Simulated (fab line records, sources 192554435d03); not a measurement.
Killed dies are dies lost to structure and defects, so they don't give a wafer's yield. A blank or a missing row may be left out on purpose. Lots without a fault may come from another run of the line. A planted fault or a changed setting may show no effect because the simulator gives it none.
fab line records | flow n5_finfet
record lots=6 wafers=17 last_day=17
route steps=1938 shown BEOL_M15@1797
lots that met no fault: from a run of the same line without faults
start_h: hours from the record's first day to the start of the lot's first wafer shown | wait_h: hours since the lot's step before | " the same as in the row above | L1.1+2: a row that stands for several wafers | - no value, or no start given | * or withheld: withheld | < > ~ a bound
route shown NAME@n: a module of which the file shows steps, and the number in the route of the first | usual: mean/standard deviation of fault-free wafers | same: alike in all rows | chamber/n: place in a boat | sites: the reading at each site | _std_site: their standard deviation | _edge_site: outer sites' mean less inner sites' | radius_mm: how far each site lies from the wafer's centre | mask NAME#n: copy n | behind: the tool/chamber that last shaped the wafer | hold: why the lot was held/for how many hours/how that ended | device: the transistor (n, p or np) that didn't switch | end of line: the same wafers' tests at the end of the route | a step without rows: its recipe alone | killed: dies lost to structure and defects at the first sort, not the wafer's yield | map: a wafer's dies, x killed, . not, _ none there
set.NAME: the setting as run; set.NAME@STEP: as run at that earlier step | model.NAME: the simulator's own value behind a step, which no gauge read
lots at some steps of the route; a table a step, a row a wafer
services: from which hour (start_h, from the record's first day; less than 0 if before it) a tool's chamber was out of use, for how many hours, and why
## steps
# step N5_BEOL_M15_COAT_22
# recipe spin_rpm=1704 resist_thk_nm=800
# step N5_BEOL_M15_EBR_24
# recipe solvent=PGMEA ebr_width_mm=1.5
# step N5_BEOL_M15_SOFTBAKE_23
# recipe temp_c=130 time_s=60
# step N5_BEOL_M15_EXPOSE_25
# recipe mask_id=M15 na=0.8 source_shape=annular sigma_inner=0.5 sigma_outer=0.8 polarization=unpolarized target_cd_nm=400 dose_mj=35.5
# step N5_BEOL_M15_PEB_26
# recipe peb_temp_c=130 peb_time_s=90
# step N5_BEOL_M15_DEVELOP_27
# recipe develop_time_s=45 rinse_liquid=diw dry=air_spin dev_temp_c=21
# step N5_BEOL_M15_HARDBAKE_32
# recipe temp_c=130 time_s=120
# step N5_BEOL_M15_CD_MEAS_28
# recipe target_cd_nm=407.6 landing_energy_ev=500 detector=se_inlens
# usual cd_nm=407.6/1.5
# columns lot.wafer tool chamber start_h wait_h cd_nm
L806.1 cd_sem-03 0 262.28 - 407.9
L806.3 " 0 " " 408.1
L806.6 " 0 " " 407.3
L816.2 cd_sem-02 0 309.86 - 406.8
L816.3 " 0 " " 405.7
L816.4 " 0 " " 405.0
L820.4 cd_sem-03 0 326.95 - 405.5
L820.5 " 0 " " 404.5
L824.3 cd_sem-03 0 366.34 - 408.9
L824.4 " 0 " " 409.6
L824.5 " 0 " " 408.2
L827.1 cd_sem-02 0 375.49 - 406.0
L827.4 " 0 " " 405.5
L827.6 " 0 " " 404.9
L829.1 cd_sem-02 0 383.85 - 409.5
L829.4 " 0 " " 407.2
L829.5 " 0 " " 409.3
# step N5_BEOL_M15_OVL_MEAS_29
# recipe points_per_wafer=44
# usual M15_OVL=6/4.9
# columns lot.wafer tool chamber start_h wait_h M15_OVL[nm]
L806.1 overlay-01 0 262.31 0.0 7
L806.3 " 0 " " 8
L806.6 " 0 " " 11
L816.2 overlay-02 0 309.89 0.0 12
L816.3 " 0 " " 11
L816.4 " 0 " " 10
L820.4 overlay-02 0 326.97 0.0 3
L820.5 " 0 " " 0
L824.3 overlay-01 0 366.37 0.0 3
L824.4 " 0 " " 9
L824.5 " 0 " " 7
L827.1 overlay-02 0 375.52 0.0 5
L827.4 " 0 " " 10
L827.6 " 0 " " 13
L829.1 overlay-02 0 383.88 0.0 8
L829.4 " 0 " " 9
L829.5 " 0 " " 2
# step N5_BEOL_M15_INSPECT_30
# recipe mode=adi inspect_instrument=macro
# usual raw_defect_count=2.1/1.3
# columns lot.wafer tool chamber start_h wait_h raw_defect_count
L806.1 defect_inspect-01 - 262.33 0.0 2
L806.3 " - " " 1
L806.6 " - " " 1
L816.2 defect_inspect-01 - 309.91 0.0 2
L816.3 " - " " 3
L816.4 " - " " 2
L820.4 defect_inspect-01 - 327.00 0.0 0
L820.5 " - " " 1
L824.3 defect_inspect-01 - 366.39 0.0 4
L824.4 " - " " 2
L824.5 " - " " 2
L827.1 defect_inspect-01 - 375.55 0.0 0
L827.4 " - " " 0
L827.6 " - " " 3
L829.1 defect_inspect-01 - 383.91 0.0 0
L829.4 " - " " 3
L829.5 " - " " 2
# step N5_BEOL_M15_DESCUM_33
# recipe chemistry=O2 time_s=7.9 source_power_w=50 bias_power_w=20 pressure_mtorr=20 rf_frequency_hz=2.712e+07 temp_c=40 o2_flow_sccm=225
# step N5_BEOL_M15_ETCH_61
# recipe chemistry=N2/H2 target=BARC target_depth_a=890 overetch_a=267 time_s=67.9 ion_energy_ev=200 pressure_mtorr=30 source_w=840 bias_w=150 n2_flow_sccm=200 h2_flow_sccm=200
# usual bias_w=150.1/0.47 drypump_motor_current_A=5.8/0.36 oes_product_au=0.67/0.051 rf_vpp_V=524.0/2.7 showerhead_plenum_p_Torr=2.55/0.094 throttle_valve_pct=17.82/0.26
# columns lot.wafer tool chamber start_h wait_h bias_w drypump_motor_current_A oes_product_au rf_hours_counter_h rf_vpp_V showerhead_plenum_p_Torr throttle_valve_pct
L806.1 rie_diel-04 0 262.40 0.0 149.8 5.7 0.76 37 522.4 2.48 17.55
L806.3 " 1 " " 149.8 5.6 0.59 235 522.6 2.49 17.88
L806.6 " 3 " " 149.8 6.0 0.73 - 525.2 2.57 17.91
L816.2 rie_diel-04 2 310.05 0.0 150.2 5.4 0.67 130 520.5 2.43 18.04
L816.3 " 3 " " 149.6 6.0 0.72 64 525.3 2.56 17.94
L816.4 " 1 " " 150.8 5.5 0.58 248 525.0 2.48 17.90
L820.4 rie_diel-04 0 327.09 0.0 150.5 5.6 0.73 - 521.5 2.47 17.58
L820.5 " 2 " " 150.2 5.3 0.67 - 520.9 2.43 18.06
L824.3 rie_diel-06 3 366.46 0.0 150.5 5.6 0.61 221 525.7 2.62 17.89
L824.4 " 2 " " 149.9 6.0 0.67 140 526.3 2.64 17.64
L824.5 " 0 " " 149.7 5.6 0.59 - 518.8 2.39 18.02
L827.1 rie_diel-06 3 375.62 0.0 150.2 5.6 0.61 225 525.5 2.61 17.89
L827.4 " 3 " " 150.2 5.7 0.61 - 525.5 2.62 17.89
L827.6 " 2 " " 149.5 6.0 0.66 - 527.3 2.64 17.63
L829.1 rie_diel-02 2 384.17 0.0 150.1 6.5 0.63 149 520.7 2.44 18.33
L829.4 " 3 " " 151.2 5.9 0.66 128 526.2 2.65 17.39
L829.5 " 3 " " 150.9 5.9 0.66 - 527.4 2.65 17.37
# step N5_BEOL_M15_TRENCH_ETCH_34
# recipe chemistry=C4F8/O2/Ar target=SiO2 target_depth_a=8729.3 he_inner_torr=15 he_outer_torr=30 time_s=199 ion_energy_ev=800 pressure_mtorr=20 source_w=1905 bias_w=2040 Ar_flow_sccm=400 C4F8_flow_sccm=16 O2_flow_sccm=12
# usual bias_w=2041/5.9 drypump_motor_current_A=5.8/0.36 oes_o_777_au=0.80/0.059 oes_product_au=0.78/0.061 rf_vpp_V=2213/26 showerhead_plenum_p_Torr=3.44/0.13 throttle_valve_pct=30.8/0.3
# columns lot.wafer tool chamber start_h wait_h bias_w drypump_motor_current_A oes_o_777_au oes_product_au rf_hours_counter_h rf_vpp_V showerhead_plenum_p_Torr throttle_valve_pct model.etch.depth_nm model.coat_of_BEOL_M15_COAT_22.thk_nm
L806.1 rie_diel-04 0 262.45 0.0 2033 5.7 0.88 0.88 37 2231 3.34 30.4 864.4 544.8
L806.3 " 1 " " 2032 5.6 0.65 0.68 235 2245 3.41 31.0 861.3 549.6
L806.6 " 3 " " 2035 6.0 0.89 0.86 - 2181 3.48 31.0 871.6 543.6
L816.2 rie_diel-04 2 310.11 0.0 2047 5.4 0.82 0.79 130 2198 3.30 31.0 875.1 534.8
L816.3 " 3 " " 2037 6.0 0.86 0.83 64 2182 3.47 31.0 870.9 537.6
L816.4 " 1 " " 2049 5.6 0.65 0.68 248 2244 3.40 31.0 940.3 532.2
L820.4 rie_diel-04 0 327.19 0.1 2041 5.7 0.85 0.85 - 2229 3.33 30.4 964.9 520.2
L820.5 " 2 " " 2040 5.4 0.81 0.78 - 2196 3.30 31.0 956.3 521.2
L824.3 rie_diel-06 3 366.51 0.0 2045 5.6 0.72 0.71 221 2255 3.51 30.6 855.6 548.2
L824.4 " 2 " " 2042 6.0 0.78 0.77 140 2240 3.57 30.8 856.3 547.6
L824.5 " 0 " " 2044 5.7 0.72 0.67 - 2204 3.24 30.9 832.1 550
L827.1 rie_diel-06 3 375.67 0.0 2040 5.6 0.72 0.71 225 2254 3.51 30.6 865.5 546.4
L827.4 " 3 " " 2038 5.7 0.72 0.71 - 2255 3.51 30.6 854.8 547.8
L827.6 " 2 " " 2043 6.0 0.78 0.78 - 2239 3.57 30.8 867.6 547.8
L829.1 rie_diel-02 2 384.22 0.0 2034 6.5 0.75 0.73 149 2182 3.28 31.3 868.4 544
L829.4 " 3 " " 2050 5.9 0.80 0.79 128 2214 3.61 30.6 887.5 537.4
L829.5 " 3 " " 2039 5.8 0.80 0.78 - 2214 3.61 30.6 885.4 537.8
# step N5_BEOL_M15_STRIP_36
# recipe chemistry=O2 power_w=600 temp_c=60 pressure_mtorr=30 rf_frequency_hz=6e+07 bias_power_w=0 overash_fraction=0.3 o2_flow_sccm=225
# step N5_BEOL_M15_STRIP_62
# recipe chemistry=O2 power_w=600 temp_c=60 pressure_mtorr=30 rf_frequency_hz=6e+07 bias_power_w=0 overash_fraction=0.3 o2_flow_sccm=225
# step N5_BEOL_M15_STRIP_37
# recipe chemistry=O2 power_w=600 temp_c=60 pressure_mtorr=30 rf_frequency_hz=6e+07 bias_power_w=0 overash_fraction=0.3 o2_flow_sccm=225
# usual drypump_motor_current_A=5.8/0.38 oes_product_au=0.78/0.054 rf_vpp_V=3.7/0.66 showerhead_plenum_p_Torr=2.12/0.085 temp_c=59.99/0.12 throttle_valve_pct=16.70/0.26
# same bias_power_w=0
# columns lot.wafer tool chamber start_h wait_h drypump_motor_current_A oes_product_au rf_hours_counter_h rf_vpp_V showerhead_plenum_p_Torr temp_c throttle_valve_pct
L806.1 rie_diel-02 2 - - 6.5 0.77 110 4.7 2.03 60.06 17.07
L806.3 " 1 " " 5.6 0.85 73 2.8 2.24 59.88 16.53
L806.6 " 2 " " 6.5 0.76 - 4.2 2.03 59.85 17.07
L816.2 rie_diel-04 2 - - 5.4 0.78 131 3.1 2.01 59.95 16.79
L816.3 " 3 " " 6.0 0.82 64 3.2 2.13 59.99 16.76
L816.4 " 0 " " 5.6 0.86 53 4.4 2.05 60.01 16.45
L820.4 rie_diel-02 0 - - 5.1 0.72 204 2.8 2.19 60.13 17.09
L820.5 " 2 " " 6.5 0.74 - 3.4 2.02 59.80 17.14
L824.3 rie_diel-02 1 - - 5.7 0.83 106 3.6 2.23 59.92 16.56
L824.4 " 2 " " 6.5 0.74 143 3.5 2.02 59.91 17.12
L824.5 " 3 " " 5.9 0.78 - 3.8 2.21 60.01 16.35
L827.1 rie_diel-04 0 - - 5.6 0.83 73 4.4 2.05 59.71 16.49
L827.4 " 3 " " 6.0 0.79 - 3.1 2.12 59.96 16.80
L827.6 " 2 " " 5.4 0.76 - 4.3 2.00 60.04 16.84
L829.1 rie_diel-04 0 - - 5.7 0.83 76 3.2 2.05 60.01 16.49
L829.4 " 3 " " 6.0 0.80 90 3.5 2.12 59.86 16.83
L829.5 " 0 " " 5.7 0.82 - 3.7 2.05 60.04 16.51
# step N5_BEOL_M15_ETCH_38
# recipe chemistry=CF4/N2 target=SiCN target_depth_a=1064 taper_deg=2 time_s=120.5 ion_energy_ev=150 mask_material=SiO2 pressure_mtorr=40 source_w=430 bias_w=70 Ar_flow_sccm=100 cf4_flow_sccm=60 n2_flow_sccm=60
# usual bias_w=70.02/0.2 drypump_motor_current_A=5.8/0.38 oes_product_au=0.78/0.057 rf_vpp_V=382.5/2.1 showerhead_plenum_p_Torr=2.21/0.084 throttle_valve_pct=15.42/0.25
# columns lot.wafer tool chamber start_h wait_h bias_w drypump_motor_current_A oes_product_au rf_hours_counter_h rf_vpp_V showerhead_plenum_p_Torr throttle_valve_pct
L806.1 rie_diel-02 2 - - 70.12 6.5 0.76 110 379.9 2.12 15.74
L806.3 " 1 " " 70.17 5.6 0.85 73 384.5 2.33 15.17
L806.6 " 2 " " 70.05 6.5 0.76 - 380.7 2.12 15.74
L816.2 rie_diel-04 2 - - 70.19 5.4 0.80 131 378.8 2.12 15.55
L816.3 " 3 " " 70.03 6.0 0.85 64 382.7 2.23 15.46
L816.4 " 0 " " 69.48 5.6 0.86 53 382.1 2.14 15.12
L820.4 rie_diel-02 0 - - 70.30 5.1 0.72 204 384.7 2.29 15.80
L820.5 " 2 " " 69.96 6.5 0.74 - 380.2 2.11 15.78
L824.3 rie_diel-02 1 - - 69.93 5.6 0.81 106 385.7 2.32 15.23
L824.4 " 2 " " 70.14 6.5 0.74 143 379.8 2.11 15.82
L824.5 " 3 " " 70.05 5.8 0.78 - 385.0 2.32 15.12
L827.1 rie_diel-04 0 - - 70.07 5.7 0.81 73 380.1 2.13 15.15
L827.4 " 3 " " 70.35 6.0 0.82 - 382.7 2.22 15.52
L827.6 " 2 " " 69.73 5.4 0.77 - 378.1 2.11 15.61
L829.1 rie_diel-04 0 - - 69.92 5.6 0.81 76 381.2 2.13 15.18
L829.4 " 3 " " 69.89 6.0 0.82 91 382.2 2.22 15.53
L829.5 " 0 " " 69.88 5.6 0.81 - 381.3 2.13 15.17
# step N5_BEOL_M15_PRECLEAN_39
# recipe chemistry=residue_remover time_s=60 temp_c=40
# step N5_BEOL_M15_SRD_40
# recipe time_s=30 temp_c=23 rinse_liquid=diw dry=n2_spin spin_rpm=1500 dry_time_s=30
# step N5_BEOL_M15_DEGAS_41
# recipe ambient=vacuum temp_c=300 time_s=60
# step N5_BEOL_M15_PRE_CLEAN_42
# recipe gas=H2/He time_s=30 temp_c=300
# step N5_BEOL_M15_SPUTTER_43
# recipe material=TaN target_thk_a=150 temp_c=50 bias_v=168.6 power_w=15000 chamber_pressure_pa=0.12 time_s=24.19
# usual throttle_valve_pct=30.2/1.4
# columns lot.wafer tool chamber start_h wait_h throttle_valve_pct
L806.1 pvd_sputter-01 - 266.86 0.0 31.1
L806.3 " - " " 28.6
L806.6 " - " " 30.9
L816.2 pvd_sputter-01 - 312.88 0.0 30.0
L816.3 " - " " 28.2
L816.4 " - " " 31.0
L820.4 pvd_sputter-03 - 328.40 0.0 31.6
L820.5 " - " " 31.3
L824.3 pvd_sputter-03 - 367.50 0.0 29.2
L824.4 " - " " 31.4
L824.5 " - " " 31.9
L827.1 pvd_sputter-03 - 376.35 0.0 31.5
L827.4 " - " " 31.9
L827.6 " - " " 31.5
L829.1 pvd_sputter-02 - 384.94 0.0 31.5
L829.4 " - " " 32.2
L829.5 " - " " 30.2
# step N5_BEOL_M15_SPUTTER_44
# recipe material=Ta target_thk_a=150 temp_c=50 bias_v=80 power_w=15000 chamber_pressure_pa=0.07 time_s=24.19
# step N5_BEOL_M15_SPUTTER_45
# recipe material=Cu target_thk_a=1000 temp_c=-20 bias_v=60 power_w=26000 chamber_pressure_pa=0.13 time_s=16.67
# step N5_BEOL_M15_ECD_47
# recipe material=Cu target_thk_a=18600
# step N5_BEOL_M15_ANNEAL_48
# recipe temp_c=225 time_s=90 ambient=N2
# usual wafer_temp_C_max=225.7/0.3
# columns lot.wafer tool chamber start_h wait_h wafer_temp_C_max
L806.1 rtp_anneal-02 0 267.38 0.2 225.9
L806.3 " 0 " " 225.7
L806.6 " 0 " " 225.9
L816.2 rtp_anneal-01 0 313.44 0.2 225.6
L816.3 " 0 " " 226.1
L816.4 " 0 " " 225.9
L820.4 rtp_anneal-01 0 329.40 0.6 225.3
L820.5 " 0 " " 225.3
L824.3 rtp_anneal-02 0 368.11 0.2 226.1
L824.4 " 0 " " 225.6
L824.5 " 0 " " 225.8
L827.1 rtp_anneal-01 0 377.24 0.5 225.4
L827.4 " 0 " " 225.5
L827.6 " 0 " " 225.5
L829.1 rtp_anneal-02 0 385.46 0.2 225.7
L829.4 " 0 " " 226.0
L829.5 " 0 " " 226.0
# step N5_BEOL_M15_CMP_49
# recipe stop_on=SiO2 t_overpolish_s=4.9 down_force_psi=2 platen_rpm=80 clearing_platen_down_force_psi=2 clearing_platen_rpm=80 post_cmp_clean=cu_alkaline target_thk_nm=850 clearing_platen_pad_velocity_m_s=1.5917 pad_velocity_m_s=1.5917
# usual barrier_field_endpoint_s=11.27/0.27 clearing_platen_rpm=80.00/0.042 motor_current_A=8.1/0.93 overpolish_run_s=4.899/0.0091
# columns lot.wafer tool chamber start_h wait_h barrier_field_endpoint_s clearing_platen_rpm motor_current_A overpolish_run_s model.Cu_of_BEOL_M15_ECD_47.thk_nm
L806.1 cmp-01 3 267.75 0.3 11.58 79.99 6.7 4.886 841.6
L806.3 " 0 " " 11.35 80.03 7.8 4.921 840.4
L806.6 " 1 " " 11.60 79.97 8.4 4.893 849.2
L816.3 cmp-03 1 313.73 0.2 10.97 80.10 8.2 4.902 848.2
L816.2 " 2 " " 10.79 80.01 8.1 4.897 850.8
L816.4 " 3 " " 10.79 79.98 8.9 4.902 917.4
L820.4 cmp-01 0 329.64 0.2 11.43 80.03 7.6 4.880 941.2
L820.5 " 3 " " 11.46 80.00 6.2 4.908 932.8
L824.4 cmp-03 1 368.33 0.1 11.32 79.96 8.1 4.908 832.8
L824.3 " 3 " " 11.60 80.04 8.8 4.904 830.6
L824.5 " 2 " " 11.28 79.93 8.5 4.900 807
L827.4 cmp-01 1 377.58 0.2 11.52 80.05 7.8 4.888 831.2
L827.1 " 3 " " 11.37 80.08 6.4 4.897 842.4
L827.6 " 1 " " 11.59 80.11 8.2 4.899 845.6
L829.4 cmp-02 1 385.79 0.2 11.42 79.95 8.6 4.899 863.2
L829.1 " 3 " " 11.23 80.07 8.0 4.896 844.6
L829.5 " 0 " " 11.45 80.01 7.3 4.913 862.4
# step N5_BEOL_M15_THK_MEAS_50
# recipe thk_meas_gauge=xrf reads=Cu_of_BEOL_M15_ECD_47
# usual M15_THK=849/13
# columns lot.wafer tool chamber start_h wait_h M15_THK[nm]
L806.1 film_metro-01 - 267.97 - 837
L806.3 " - " " 835
L806.6 " - " " 847
L816.2 film_metro-02 - 313.99 - 866
L816.3 " - " " 865
L816.4 " - " " 931
L820.4 film_metro-01 - 329.87 - 941
L820.5 " - " " 934
L824.3 film_metro-01 - 368.63 - 838
L824.4 " - " " 837
L824.5 " - " " 811
L827.1 film_metro-02 - 377.84 - 846
L827.4 " - " " 835
L827.6 " - " " 852
L829.1 film_metro-01 - 386.05 - 837
L829.4 " - " " 860
L829.5 " - " " 862
# step N5_BEOL_M15_PRE_CLEAN_52
# recipe gas=NH3 time_s=15 temp_c=withheld rf_power_w=300
# step N5_BEOL_M15_DEP_53
# recipe material=SiCN target_thk_a=500 temp_c=withheld precursor=3MS/NH3 pressure_torr=3 rf_w=675 time_s=17.8
# step N5_BEOL_M15_RS_MEAS_54
# recipe thk_meas_gauge=four-point-probe reads=Cu_of_BEOL_M15_ECD_47+Ta_of_BEOL_M15_SPUTTER_44+TaN_of_BEOL_M15_SPUTTER_43
# usual M15_RS=0.0217/0.0003
# columns lot.wafer tool chamber start_h wait_h M15_RS[ohm/sq]
L806.1 film_metro-01 - 268.10 0.1 0.0217
L806.3 " - " " 0.0218
L806.6 " - " " 0.0216
L816.2 film_metro-02 - 314.12 0.1 0.0215
L816.3 " - " " 0.0216
L816.4 " - " " 0.0200
L820.4 film_metro-02 - 330.00 0.0 0.0194
L820.5 " - " " 0.0196
L824.3 film_metro-02 - 368.76 0.1 0.0220
L824.4 " - " " 0.0220
L824.5 " - " " 0.0227
L827.1 film_metro-02 - 377.96 0.0 0.0218
L827.4 " - " " 0.0221
L827.6 " - " " 0.0217
L829.1 film_metro-02 - 386.18 0.0 0.0216
L829.4 " - " " 0.0212
L829.5 " - " " 0.0212
# step N5_BEOL_M15_INSPECT_55
# recipe inspect_instrument=darkfield mode=post_dep
# usual raw_defect_count=70/25
# columns lot.wafer tool chamber start_h wait_h raw_defect_count
L806.1 defect_inspect-02 - 268.13 0.0 47
L806.3 " - " " 94
L806.6 " - " " 70
L816.2 defect_inspect-02 - 314.14 0.0 56
L816.3 " - " " 75
L816.4 " - " " 86
L820.4 defect_inspect-01 - 330.02 0.0 40
L820.5 " - " " 36
L824.3 defect_inspect-02 - 368.78 0.0 87
L824.4 " - " " 44
L824.5 " - " " 77
L827.1 defect_inspect-01 - 377.99 0.0 79
L827.4 " - " " 56
L827.6 " - " " 89
L829.1 defect_inspect-01 - 386.20 0.0 139
L829.4 " - " " 87
L829.5 " - " " 120
## services
# columns tool chamber start_h hours kind
rie_diel-02 3 240.22 32.8 repair
cmp-02 - 256.81 4.4 pm
cmp-01 - 260.65 4.2 repair
cmp-03 - 269.63 1.2 repair
rie_diel-04 1 279.44 3.4 repair
cmp-01 - 286.22 19.7 repair
rie_diel-04 2 293.66 8.2 repair
rie_diel-06 1 311.17 5.3 repair
rie_diel-04 1 317.63 - clean
rie_diel-04 1 317.63 - consumable_replace:focus_ring
rie_diel-04 1 317.63 25.8 scheduled_down
rie_diel-04 1 317.63 25.8 vent_cycle
cmp-03 - 345.21 3.9 pm
pvd_sputter-03 - 355.18 4.5 repair
rie_diel-04 0 360.69 4.7 repair
rie_diel-04 2 360.94 2.5 repair
rie_diel-06 0 367.05 - clean
rie_diel-06 0 367.05 - consumable_replace:focus_ring
rie_diel-06 0 367.05 - consumable_replace:showerhead
rie_diel-06 0 367.05 23.0 scheduled_down
rie_diel-06 0 367.05 23.0 vent_cycle
rie_diel-04 1 371.84 5.3 repair
cmp-03 - 376.54 9.8 repair
## key
first_sign step=N5_BEOL_M15_THK_MEAS_50 reading=M15_THK direction=up sigmas=6.9 usual=849 struck=935
effect step=N5_BEOL_M15_RS_MEAS_54 reading=M15_RS direction=down sigmas=6.6 usual=0.0217 struck=0.0197
model_effect step=N5_BEOL_M15_TRENCH_ETCH_34 value=etch.depth_nm without=871.6 struck=953.9
model_effect step=N5_BEOL_M15_CMP_49 value=Cu_of_BEOL_M15_ECD_47.thk_nm without=848.3 struck=930.5
met_at N5_BEOL_M15_TRENCH_ETCH_34
struck_wafers L816.4,L820.4,L820.5
onset_between 262.45 310.11
fault kind=process_parameter_drift tool=rie_diel-04 chamber=- onset_h=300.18 steps=N5_BEOL_M15_TRENCH_ETCH_34 channel=time_s offset=* shape=step end_h=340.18 scope=struck_wafers_only acts_in=* stated=*
